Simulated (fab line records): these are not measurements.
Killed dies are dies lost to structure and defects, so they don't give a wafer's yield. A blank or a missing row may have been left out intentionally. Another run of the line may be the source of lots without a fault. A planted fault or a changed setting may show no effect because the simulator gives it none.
Chamber matching ; flow n5-finfet ; ald-sin-01 running N5_FIN_SAQP_ALD_61: 4 sister chambers
The step deposits SiO2, target thk 4 nm, pulse time 1 s, purge time 2 s. 4 wafers are shown with their chamber, then 8 later ones without.

EACH WAFER AND ITS CHAMBER
wafer;chamber;heater-power-w (W)
L604.5;0;534
L606.2;2;458
L606.6;3;502
L611.1;1;475

WAFERS MISSING THEIR CHAMBER
wafer;heater-power-w (W)
L611.3;445
L611.5;530
L612.1;529
L612.2;483
L612.4;501
L615.4;537
L615.5;519
L615.6;533

WHICH CHAMBER EACH ONE RAN IN
wafer;from the rows above;in truth
L611.3;2;2
L611.5;0;0
L612.1;0;0
L612.2;can't be placed: 1 or 3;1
L612.4;3;3
L615.4;0;0
L615.5;can't be placed: 0 or 3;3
L615.6;0;0
Correct placement for 6 of the 8. Unplaceable from these rows: 2, with the true chamber sitting among the candidates in 2. Wrongly placed: 0.
How it was worked out, from the rows above alone: a wafer's distance from a chamber is the root of the sum, over the readings, of the square of ((its reading less the chamber's mean) divided by the reading's scatter). If the next closest chamber is less than 2 further off than the closest, the wafer can't be placed; otherwise it belongs to the closest. For every chamber, the mean is computed from those of its wafers that are shown. The scatter (one wafer shown for each chamber): square how far every hidden wafer sits from the nearest shown wafer, average those squares and take the square root.
